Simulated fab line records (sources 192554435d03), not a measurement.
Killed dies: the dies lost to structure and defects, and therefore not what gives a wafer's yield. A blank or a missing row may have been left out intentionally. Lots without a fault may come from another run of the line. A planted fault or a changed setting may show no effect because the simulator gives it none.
Which tool is to blame? -- flow n5-finfet -- 28 wafers from 10 lots sampled at 7 of the route's 1938 steps

## WHAT THE GAUGES READ, wafer by wafer
N5_SD_EPI_P_INSPECT_26: inspects for defects (darkfield).
lot,measured,on,raw-defect-count
L609,day 3 12:15,defect-inspect-02,196 224 213
L610,day 3 16:26,defect-inspect-01,138 187 138
L611,day 3 21:02,defect-inspect-02,240 177
L613,day 4 10:26,defect-inspect-02,246 214 277
L614,day 4 16:03,defect-inspect-01,89 141
L615,day 4 19:53,defect-inspect-01,150 125 177
L618,day 5 21:10,defect-inspect-01,162 166 129
L626,day 7 17:25,defect-inspect-02,726 819 811
L628,day 8 04:28,defect-inspect-02,849 771 811
L630,day 8 18:40,defect-inspect-02,158 172 253

N5_SD_ACTIVATION_INSPECT_02: inspects for defects (darkfield).
lot,measured,on,raw-defect-count
L609,day 3 14:37,defect-inspect-01,170 209 181
L610,day 3 17:11,defect-inspect-01,133 172 121
L611,day 3 21:48,defect-inspect-02,262 181
L613,day 4 11:23,defect-inspect-01,237 199 243
L614,day 4 16:49,defect-inspect-01,92 147
L615,day 4 20:50,defect-inspect-01,162 130 178
L618,day 5 21:56,defect-inspect-01,159 159 138
L626,day 7 18:10,defect-inspect-01,708 780 767
L628,day 8 05:13,defect-inspect-01,818 742 794
L630,day 8 19:25,defect-inspect-01,152 159 216

N5_ILD0_THK_MEAS_08.
lot,measured,on,thk-nm (nm)
L609,day 3 17:40,film-metro-01,136.2 138.2 138.7
L610,day 3 20:13,film-metro-02,138.7 137.9 139.2
L611,day 4 00:58,film-metro-02,137.9 138.6
L613,day 4 14:43,film-metro-01,137.2 139.8 138.7
L614,day 4 20:01,film-metro-01,138.8 136.0
L615,day 5 01:09,film-metro-01,140.7 140.4 139.5
L618,day 6 01:27,film-metro-01,140.5 140.0 141.0
L626,day 7 21:13,film-metro-01,137.8 137.8 137.4
L628,day 8 08:24,film-metro-02,140.2 138.1 140.4
L630,day 8 22:31,film-metro-01,136.2 139.9 139.0

N5_ILD0_THK_MEAS_13.
lot,measured,on,thk-nm (nm)
L609,day 3 20:52,film-metro-01,18.2 17.7 19.0
L610,day 3 23:25,film-metro-01,18.2 16.5 18.3
L611,day 4 04:17,film-metro-01,17.8 14.7
L613,day 4 18:09,film-metro-01,17.2 17.4 15.8
L614,day 4 23:35,film-metro-02,18.2 18.9
L615,day 5 04:47,film-metro-02,18.2 15.1 17.1
L618,day 6 05:17,film-metro-01,16.2 17.6 16.9
L626,day 8 00:26,film-metro-02,21.3 18.2 20.3
L628,day 8 11:51,film-metro-01,17.1 20.4 20.3
L630,day 9 01:44,film-metro-02,16.3 18.5 17.2

N5_BEOL_M4_RC_MEAS_101.
lot,measured,on,DIBL_N (mV/V),DIBL_P (mV/V),IOFF_N (nA/um),IOFF_P (nA/um),ION_N (uA/um),ION_P (uA/um),SS_N (mV/dec),SS_P (mV/dec),VT_N (mV),VT_P (mV)
L609,day 8 17:35,prober-01,37.9 39.5 37.5,37.0 40.3 36.5,0.18 0.22 0.16,0.19 0.23 0.17,674 687 664,447 456 444,71.8 71.9 72.2,73.2 74.3 73.8,248 247 253,-249.9 -250.1 -252.8
L610,day 8 09:50,prober-02,35.1 36.0 34.3,37.0 36.9 35.4,0.16 0.15 0.14,0.24 0.23 0.20,691 666 674,474 459 464,71.2 71.7 71.2,74.0 73.6 73.3,251 253 249,-247.6 -248.0 -248.0
L611,day 8 13:13,prober-02,40.9 39.4,43.9 41.2,0.29 0.23,0.35 0.29,703 682,476 461,72.5 72.1,75.0 74.2,241 245,-245.6 -245.4
L613,day 9 05:56,prober-02,35.4 34.6 37.6,35.1 34.5 37.6,0.14 0.14 0.18,0.20 0.19 0.22,662 659 683,456 451 469,71.9 72.0 72.3,74.4 73.8 74.3,255 254 251,-251.6 -250.6 -250.2
L614,day 9 03:45,prober-01,38.2 40.7,38.3 40.6,0.17 0.23,0.27 0.31,664 681,468 468,71.4 72.2,73.9 74.6,247 247,-245.9 -244.4
L615,day 9 06:20,prober-01,35.2 38.6 39.4,34.9 38.4 39.8,0.13 0.20 0.21,0.19 0.26 0.27,657 673 680,453 462 467,71.6 71.9 71.9,72.6 73.9 73.5,254 250 245,-252.9 -246.8 -245.6
L618,day 10 08:43,prober-01,43.2 38.0 35.8,41.7 35.4 34.8,0.28 0.17 0.14,0.34 0.21 0.21,689 659 682,465 447 467,73.0 71.8 70.4,75.6 73.8 73.4,243 251 250,-247.7 -252.2 -249.3
L626,day 12 03:23,prober-01,39.1 35.9 40.5,39.0 36.4 42.4,0.23 0.16 0.25,0.26 0.21 0.31,689 673 701,473 457 476,72.1 71.3 72.7,73.4 73.0 74.5,244 250 246,-245.7 -250.8 -247.9
L628,day 12 20:08,prober-01,40.9 39.5 39.0,43.4 40.8 40.5,0.28 0.22 0.22,0.34 0.28 0.28,707 682 679,486 456 463,74.2 73.1 72.7,75.1 75.3 74.5,243 244 246,-244.5 -247.6 -246.6
L630,day 13 11:34,prober-01,35.2 33.2 35.0,35.2 32.6 34.3,0.16 0.13 0.17,0.24 0.19 0.21,658 666 649,459 464 453,71.6 71.5 72.1,73.2 72.3 72.9,249 252 250,-246.8 -248.8 -248.8

## WHICH TOOL RAN EACH LOT (tool, then ch and the chambers of the sampled wafers, then the start)
lot,N5_SD_EPI_P_ETCH_16,N5_SD_EPI_P_PRECLEAN_51
L609,"rie-diel-02 ch 0,1, day 3 09:07","epi-rpcvd-02 ch 0, day 3 09:31"
L610,"rie-diel-04 ch 0,3, day 3 13:12","epi-rpcvd-04 ch 0, day 3 13:36"
L611,"rie-diel-01 ch 0,1, day 3 17:54","epi-rpcvd-04 ch 0, day 3 18:22"
L613,"rie-diel-02 ch 0,1,2, day 4 07:11","epi-rpcvd-04 ch 0, day 4 07:41"
L614,"rie-diel-02 ch 0,3, day 4 12:53","epi-rpcvd-02 ch 0, day 4 13:19"
L615,"rie-diel-02 ch 1,3, day 4 16:47","epi-rpcvd-03 ch 0, day 4 17:11"
L618,"rie-diel-01 ch 0,2,3, day 5 18:03","epi-rpcvd-03 ch 0, day 5 18:25"
L626,"rie-diel-04 ch 1,2, day 7 14:19","epi-rpcvd-04 ch 0, day 7 14:43"
L628,"rie-diel-01 ch 0,1, day 8 01:14","epi-rpcvd-04 ch 0, day 8 01:39"
L630,"rie-diel-04 ch 1,2, day 8 15:33","epi-rpcvd-03 ch 0, day 8 15:57"
- N5_SD_EPI_P_ETCH_16: etches SiO2 in CHF3/O2, target depth 5 nm.
- N5_SD_EPI_P_PRECLEAN_51: cleans in NF3:NH3, afs cycles 1, time 20 s, sublimation time 60 s.

## AS READ BY THE TOOLS THEMSELVES (means over the sampled wafers that have a number; for cases with no such wafer, the mark the record gives instead)
N5_SD_EPI_P_ETCH_16.
lot,tool,drypump-motor-current-A (A),oes-product-au (a.u.),rf-vpp-V (V),showerhead-plenum-p-Torr (Torr),throttle-valve-pct (%)
L609,rie-diel-02,5.5,0.72,506,2.46,19.02
L610,rie-diel-04,6.5,0.82,537,2.38,18.66
L611,rie-diel-01,5.7,0.96,514,2.42,18.69
L613,rie-diel-02,5.7,0.71,508,2.39,19.00
L614,rie-diel-02,5.8,0.71,517,2.44,19.14
L615,rie-diel-02,5.8,0.75,531,2.41,19.02
L618,rie-diel-01,6.1,0.83,526,2.35,18.43
L626,rie-diel-04,5.2,0.84,519,2.41,18.79
L628,rie-diel-01,5.5,0.89,518,2.38,18.64
L630,rie-diel-04,5.5,0.78,524,2.35,18.74

N5_SD_EPI_P_PRECLEAN_51.
lot,tool,sublimation-temp-c (C)
L609,epi-rpcvd-02,180.12
L610,epi-rpcvd-04,179.96
L611,epi-rpcvd-04,180.07
L613,epi-rpcvd-04,179.94
L614,epi-rpcvd-02,179.94
L615,epi-rpcvd-03,180.17
L618,epi-rpcvd-03,180.14
L626,epi-rpcvd-04,180.00
L628,epi-rpcvd-04,180.02
L630,epi-rpcvd-03,179.82

## THE ANSWER, worked out from the rows above alone
Rule: the lots themselves supply what counts as usual. The widest of any qualifying gaps counts: lots, ordered by their means at a reading, are off when they make up no more than a third of the lots, leave a main group of 4 or more, and stand apart from it by 3 or more times the standard deviation of that group's means. If all means in a main group match to the digits the tables above print for the reading, that group is not used. A lot without any number at a reading at which 4 lots or more have one is off too. Where the step has rows for the other lots, those lots are counted as sound. The gauges are gone through in route order, then the tools' own readings, and for those a lot's mean is taken as printed above. The first step at which some lot is off is used, and at that step the reading that is off furthest; a lot without a number counts as furthest.
Off: L626, L628, at N5_SD_EPI_P_INSPECT_26 (raw-defect-count). The main group: mean 179, standard deviation 40.
A tool fits if, at a process step before that reading, it ran every lot that is off, and no sound lot after the first of them. The gauges at N5_SD_EPI_P_INSPECT_26 aren't tried: what is off there is off at N5_SD_ACTIVATION_INSPECT_02 too, on other tools, and a gauge's error can't cause that. One fits: N5_SD_EPI_P_PRECLEAN_51 on epi-rpcvd-04. A fault onset in the window from L613 (day 4 07:41, its last sound lot) to L626 (day 7 14:43, its first lot off) fits.

## WHAT THE SIMULATOR HAD PUT IN
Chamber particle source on epi-rpcvd-04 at N5_SD_EPI_P_PRECLEAN_51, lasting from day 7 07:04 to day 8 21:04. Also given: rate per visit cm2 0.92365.
Lots struck among those shown: L626, L628. This agrees with what the rule above found.
